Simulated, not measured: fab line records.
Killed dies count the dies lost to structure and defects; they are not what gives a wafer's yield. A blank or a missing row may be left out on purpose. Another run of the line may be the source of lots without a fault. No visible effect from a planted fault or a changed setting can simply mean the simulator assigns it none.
Chamber matching | flow n5_finfet | rie_diel-03 running N5_BEOL_M8_STRIP_67: 4 sister chambers
The step strips in CF4. 18 wafers are shown with their chamber, then 9 later ones without.

## WAFERS WITH THEIR CHAMBER
wafer  | chamber | drypump_motor_current_A (A) | showerhead_plenum_p_Torr (Torr) | rf_vpp_V (V)
L075.3 | 1       | 6.3                         | 1.80                            | 269.7
L075.4 | 2       | 5.3                         | 1.85                            | 271.7
L075.6 | 3       | 5.5                         | 1.82                            | 271.6
L074.1 | 2       | 5.3                         | 1.85                            | 271.7
L074.2 | 3       | 5.5                         | 1.82                            | 272.4
L074.4 | 3       | 5.5                         | 1.82                            | 271.1
L082.1 | 3       | 5.5                         | 1.82                            | 272.9
L082.3 | 0       | 5.8                         | 1.79                            | 270.2
L082.4 | 3       | 5.4                         | 1.82                            | 271.8
L084.2 | 2       | 5.3                         | 1.84                            | 272.0
L084.3 | 0       | 5.8                         | 1.78                            | 270.0
L084.6 | 0       | 5.8                         | 1.78                            | 269.2
L087.3 | 1       | 6.3                         | 1.79                            | 271.5
L087.5 | 3       | 5.5                         | 1.81                            | 271.2
L087.6 | 0       | 5.8                         | 1.78                            | 268.3
L091.1 | 0       | 5.8                         | 1.78                            | 268.1
L091.2 | 2       | 5.3                         | 1.84                            | 273.0
L091.6 | 0       | 5.8                         | 1.78                            | 269.1

SIGNATURES (averages over the wafers above)
reading                  | chamber 0 | chamber 1 | chamber 2 | chamber 3 | scatter within a chamber
drypump_motor_current_A  | 5.800     | 6.300     | 5.300     | 5.483     | 0.0244
showerhead_plenum_p_Torr | 1.7817    | 1.7950    | 1.8450    | 1.8183    | 0.00476
rf_vpp_V                 | 269.150   | 270.600   | 272.100   | 271.833   | 0.796
Rule: for a wafer and a chamber, the distance is found by dividing, reading by reading, the gap between the wafer's reading and the chamber's mean by the reading's scatter, squaring, summing and taking the root. If the next closest chamber is less than 2 further off than the closest, the wafer can't be placed; otherwise it belongs to the closest. The scatter: the root of (the sum of the squares of (reading less its chamber's mean) over the shown wafers, divided by (wafers less chambers)).

## WAFERS WHOSE CHAMBER IS MISSING
wafer  | drypump_motor_current_A (A) | showerhead_plenum_p_Torr (Torr) | rf_vpp_V (V)
L092.1 | 5.8                         | 1.78                            | 271.1
L092.4 | 5.4                         | 1.81                            | 270.2
L092.6 | 5.4                         | 1.84                            | 270.2
L095.4 | 5.4                         | 1.84                            | 272.1
L095.5 | 5.8                         | 1.78                            | 270.9
L095.6 | 6.3                         | 1.79                            | 273.7
L097.1 | 5.8                         | 1.78                            | 273.8
L097.4 | 5.3                         | 1.84                            | 271.5
L097.5 | 5.8                         | 1.77                            | 270.2

## WHICH CHAMBER EACH WENT THROUGH
wafer  | from the rows above     | in truth
L092.1 | 0                       | 0
L092.4 | 3                       | 3
L092.6 | can't be placed: 2 or 3 | 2
L095.4 | can't be placed: 2 or 3 | 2
L095.5 | 0                       | 0
L095.6 | 1                       | 1
L097.1 | 0                       | 0
L097.4 | 2                       | 2
L097.5 | 0                       | 0
7 of 9 placed correctly. Not placeable from these rows: 2 (in 2, the candidates include the true chamber). Wrongly placed: 0.
